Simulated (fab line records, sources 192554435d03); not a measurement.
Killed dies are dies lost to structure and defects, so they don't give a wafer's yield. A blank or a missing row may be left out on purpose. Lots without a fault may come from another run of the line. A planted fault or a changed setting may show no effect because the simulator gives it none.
Chamber matching | flow n5_finfet | N5_BEOL_M14_CMP_49 on cmp-04: 4 sister chambers
The step polishes, stops on SiO2, t overpolish 5.2 s, target thk 560 nm. 4 wafers are shown with their chamber, then 8 later ones without.

WAFERS WITH THEIR CHAMBER
wafer  | chamber | motor_current_A (A)
L083.3 | 1       | 7.3
L083.5 | 0       | 6.8
L086.5 | 2       | 7.7
L087.1 | 3       | 8.0

WAFERS WITHOUT THEIR CHAMBER
wafer  | motor_current_A (A)
L087.2 | 6.4
L087.5 | 8.0
L095.2 | 7.0
L095.3 | 7.9
L095.6 | 6.8
L097.1 | 8.0
L097.2 | 6.8
L097.4 | 7.8

WHICH CHAMBER EACH WENT THROUGH
wafer  | from the rows above     | in truth
L087.2 | 0                       | 0
L087.5 | can't be placed: 3 or 2 | 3
L095.2 | can't be placed: 0 or 1 | 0
L095.3 | can't be placed: 3 or 2 | 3
L095.6 | 0                       | 0
L097.1 | can't be placed: 3 or 2 | 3
L097.2 | 0                       | 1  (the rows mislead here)
L097.4 | can't be placed: 2 or 3 | 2
Placed correctly: 2 of 8. Can't be placed from these rows: 5 (the true chamber is among the candidates in 5). Placed wrongly: 1.
How it was worked out, from the rows above alone: a wafer's distance from a chamber is the root of the sum, over the readings, of the square of ((its reading less the chamber's mean) divided by the reading's scatter). The wafer belongs to the nearest chamber; if the next one is less than 2 further off, it can't be placed. A chamber's mean is the mean of its shown wafers. The scatter: with one shown wafer a chamber, the root of the mean of the squares of how far each hidden wafer lies from its nearest shown one.
